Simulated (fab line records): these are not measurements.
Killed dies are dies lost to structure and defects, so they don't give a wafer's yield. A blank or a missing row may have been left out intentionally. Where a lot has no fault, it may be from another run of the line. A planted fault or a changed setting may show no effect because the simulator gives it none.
Chamber matching || flow n5-finfet || 3 sister chambers for N5_BEOL_M0_SAQP_PECVD_96 on pecvd-03
The step deposits a-Si from SiH4/He, target thk 45 nm, time 45.2 s. 22 wafers are shown with their chamber, then 11 later ones without.

EACH WAFER AND ITS CHAMBER
{"wafer": "L074.4", "chamber": 1, "showerhead-plenum-p-Torr (Torr)": 5.63, "throttle-valve-pct (%)": 18.1, "showerhead-vpp-V (V)": 610}
{"wafer": "L074.5", "chamber": 0, "showerhead-plenum-p-Torr (Torr)": 5.74, "throttle-valve-pct (%)": 17.7, "showerhead-vpp-V (V)": 605}
{"wafer": "L074.6", "chamber": 2, "showerhead-plenum-p-Torr (Torr)": 5.65, "throttle-valve-pct (%)": 17.4, "showerhead-vpp-V (V)": 595}
{"wafer": "L076.2", "chamber": 0, "showerhead-plenum-p-Torr (Torr)": 5.75, "throttle-valve-pct (%)": 17.8, "showerhead-vpp-V (V)": 606}
{"wafer": "L076.4", "chamber": 2, "showerhead-plenum-p-Torr (Torr)": 5.65, "throttle-valve-pct (%)": 17.2, "showerhead-vpp-V (V)": 593}
{"wafer": "L076.6", "chamber": 1, "showerhead-plenum-p-Torr (Torr)": 5.63, "throttle-valve-pct (%)": 18.0, "showerhead-vpp-V (V)": 612}
{"wafer": "L077.3", "chamber": 2, "showerhead-plenum-p-Torr (Torr)": 5.65, "throttle-valve-pct (%)": 17.3, "showerhead-vpp-V (V)": 592}
{"wafer": "L077.4", "chamber": 1, "showerhead-plenum-p-Torr (Torr)": 5.64, "throttle-valve-pct (%)": 18.4, "showerhead-vpp-V (V)": 618}
{"wafer": "L077.5", "chamber": 0, "showerhead-plenum-p-Torr (Torr)": 5.74, "throttle-valve-pct (%)": 17.7, "showerhead-vpp-V (V)": 610}
{"wafer": "L080.1", "chamber": 1, "showerhead-plenum-p-Torr (Torr)": 5.64, "throttle-valve-pct (%)": 18.1, "showerhead-vpp-V (V)": 601}
{"wafer": "L080.3", "chamber": 2, "showerhead-plenum-p-Torr (Torr)": 5.64, "throttle-valve-pct (%)": 17.3, "showerhead-vpp-V (V)": 592}
{"wafer": "L080.4", "chamber": 0, "showerhead-plenum-p-Torr (Torr)": 5.73, "throttle-valve-pct (%)": 17.5, "showerhead-vpp-V (V)": 609}
{"wafer": "L083.2", "chamber": 0, "showerhead-plenum-p-Torr (Torr)": 5.74, "throttle-valve-pct (%)": 18.1, "showerhead-vpp-V (V)": 602}
{"wafer": "L083.4", "chamber": 0, "showerhead-plenum-p-Torr (Torr)": 5.73, "throttle-valve-pct (%)": 17.8, "showerhead-vpp-V (V)": 610}
{"wafer": "L083.5", "chamber": 2, "showerhead-plenum-p-Torr (Torr)": 5.65, "throttle-valve-pct (%)": 17.4, "showerhead-vpp-V (V)": 595}
{"wafer": "L084.2", "chamber": 0, "showerhead-plenum-p-Torr (Torr)": 5.73, "throttle-valve-pct (%)": 17.8, "showerhead-vpp-V (V)": 605}
{"wafer": "L084.4", "chamber": 1, "showerhead-plenum-p-Torr (Torr)": 5.61, "throttle-valve-pct (%)": 18.1, "showerhead-vpp-V (V)": 613}
{"wafer": "L084.5", "chamber": 2, "showerhead-plenum-p-Torr (Torr)": 5.64, "throttle-valve-pct (%)": 17.2, "showerhead-vpp-V (V)": 595}
{"wafer": "L085.2", "chamber": 1, "showerhead-plenum-p-Torr (Torr)": 5.63, "throttle-valve-pct (%)": 18.2, "showerhead-vpp-V (V)": 606}
{"wafer": "L085.4", "chamber": 0, "showerhead-plenum-p-Torr (Torr)": 5.73, "throttle-valve-pct (%)": 17.9, "showerhead-vpp-V (V)": 617}
{"wafer": "L085.6", "chamber": 1, "showerhead-plenum-p-Torr (Torr)": 5.63, "throttle-valve-pct (%)": 17.9, "showerhead-vpp-V (V)": 606}
{"wafer": "L089.1", "chamber": 1, "showerhead-plenum-p-Torr (Torr)": 5.64, "throttle-valve-pct (%)": 18.4, "showerhead-vpp-V (V)": 605}

SIGNATURES (means of the wafers above)
{"reading": "showerhead-plenum-p-Torr", "chamber 0": 5.7363, "chamber 1": 5.6312, "chamber 2": 5.6467, "scatter within a chamber": 0.00797}
{"reading": "throttle-valve-pct", "chamber 0": 17.788, "chamber 1": 18.150, "chamber 2": 17.300, "scatter within a chamber": 0.157}
{"reading": "showerhead-vpp-V", "chamber 0": 608.00, "chamber 1": 608.88, "chamber 2": 593.67, "scatter within a chamber": 4.38}
Rule: distance of a wafer from a chamber = root of the sum over the readings of ((wafer's reading minus chamber's mean) / reading's scatter) squared. If the next closest chamber is less than 2 further off than the closest, the wafer can't be placed; otherwise it belongs to the closest. The scatter: the root of (the sum of the squares of (reading less its chamber's mean) over the shown wafers, divided by (wafers less chambers)).

WAFERS MISSING THEIR CHAMBER
{"wafer": "L089.3", "showerhead-plenum-p-Torr (Torr)": 5.64, "throttle-valve-pct (%)": 17.1, "showerhead-vpp-V (V)": 580}
{"wafer": "L089.5", "showerhead-plenum-p-Torr (Torr)": 5.63, "throttle-valve-pct (%)": 18.1, "showerhead-vpp-V (V)": 617}
{"wafer": "L090.2", "showerhead-plenum-p-Torr (Torr)": 5.63, "throttle-valve-pct (%)": 17.1, "showerhead-vpp-V (V)": 595}
{"wafer": "L090.3", "showerhead-plenum-p-Torr (Torr)": 5.62, "throttle-valve-pct (%)": 18.1, "showerhead-vpp-V (V)": 602}
{"wafer": "L090.4", "showerhead-plenum-p-Torr (Torr)": 5.72, "throttle-valve-pct (%)": 17.7, "showerhead-vpp-V (V)": 600}
{"wafer": "L092.1", "showerhead-plenum-p-Torr (Torr)": 5.62, "throttle-valve-pct (%)": 17.9, "showerhead-vpp-V (V)": 611}
{"wafer": "L092.3", "showerhead-plenum-p-Torr (Torr)": 5.64, "throttle-valve-pct (%)": 17.2, "showerhead-vpp-V (V)": 587}
{"wafer": "L092.6", "showerhead-plenum-p-Torr (Torr)": 5.74, "throttle-valve-pct (%)": 18.0, "showerhead-vpp-V (V)": 606}
{"wafer": "L095.3", "showerhead-plenum-p-Torr (Torr)": 5.62, "throttle-valve-pct (%)": 18.0, "showerhead-vpp-V (V)": 608}
{"wafer": "L095.5", "showerhead-plenum-p-Torr (Torr)": 5.62, "throttle-valve-pct (%)": 18.1, "showerhead-vpp-V (V)": 620}
{"wafer": "L095.6", "showerhead-plenum-p-Torr (Torr)": 5.63, "throttle-valve-pct (%)": 17.3, "showerhead-vpp-V (V)": 595}

EACH ONE'S CHAMBER
{"wafer": "L089.3", "from the rows above": 2, "in truth": 2}
{"wafer": "L089.5", "from the rows above": 1, "in truth": 1}
{"wafer": "L090.2", "from the rows above": 2, "in truth": 2}
{"wafer": "L090.3", "from the rows above": 1, "in truth": 1}
{"wafer": "L090.4", "from the rows above": 0, "in truth": 0}
{"wafer": "L092.1", "from the rows above": 1, "in truth": 1}
{"wafer": "L092.3", "from the rows above": 2, "in truth": 2}
{"wafer": "L092.6", "from the rows above": 0, "in truth": 0}
{"wafer": "L095.3", "from the rows above": 1, "in truth": 1}
{"wafer": "L095.5", "from the rows above": 1, "in truth": 1}
{"wafer": "L095.6", "from the rows above": 2, "in truth": 2}
Placed correctly: 11 of 11. Can't be placed from these rows: 0. 0 placed wrongly.
